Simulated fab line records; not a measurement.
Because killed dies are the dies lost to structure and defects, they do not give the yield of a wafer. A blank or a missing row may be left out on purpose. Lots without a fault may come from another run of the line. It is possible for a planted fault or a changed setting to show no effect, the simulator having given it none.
Matching of chambers | flow n5_finfet | N5_BEOL_M4_ETCH_69 on rie_diel-05: 4 sister chambers
The step etches SiARC in CF4, target depth 15.6 nm, time 26 s. 8 wafers are shown with their chamber, then 10 later ones without.

== WAFERS PAIRED WITH THEIR CHAMBERS ==
wafer  | chamber | drypump_motor_current_A (A) | showerhead_plenum_p_Torr (Torr)
L084.6 | 3       | 5.7                         | 2.12
L085.1 | 3       | 5.7                         | 2.12
L085.5 | 1       | 5.4                         | 2.11
L089.3 | 2       | 5.8                         | 2.20
L089.5 | 1       | 5.4                         | 2.10
L089.6 | 0       | 5.6                         | 2.25
L091.1 | 2       | 5.8                         | 2.20
L091.2 | 0       | 5.5                         | 2.25

== WAFERS WHOSE CHAMBER IS MISSING ==
wafer  | drypump_motor_current_A (A) | showerhead_plenum_p_Torr (Torr)
L091.3 | 5.4                         | 2.10
L091.4 | 5.7                         | 2.12
L091.5 | 5.8                         | 2.20
L091.6 | 5.4                         | 2.10
L095.2 | 5.6                         | 2.25
L095.3 | 5.7                         | 2.20
L095.4 | 5.7                         | 2.12
L096.3 | 5.4                         | 2.10
L096.5 | 5.5                         | 2.25
L096.6 | 5.4                         | 2.10

== WHICH CHAMBER EACH ONE RAN IN ==
wafer  | from the rows above | in truth
L091.3 | 1                   | 1
L091.4 | 3                   | 3
L091.5 | 2                   | 2
L091.6 | 1                   | 1
L095.2 | 0                   | 0
L095.3 | 2                   | 2
L095.4 | 3                   | 3
L096.3 | 1                   | 1
L096.5 | 0                   | 0
L096.6 | 1                   | 1
Correctly placed: 10 of 10. From these rows, 0 cannot be placed. Placed wrongly: 0.
How it was worked out, from the rows above alone: a wafer's distance from a chamber is the root of the sum, over the readings, of the square of ((its reading less the chamber's mean) divided by the reading's scatter). If the next closest chamber is less than 2 further off than the closest, the wafer can't be placed; otherwise it belongs to the closest. A chamber's mean is the mean of its shown wafers. The scatter: take each reading less its chamber's mean, square it, sum over the shown wafers, divide by the number of wafers less the number of chambers, and take the root.
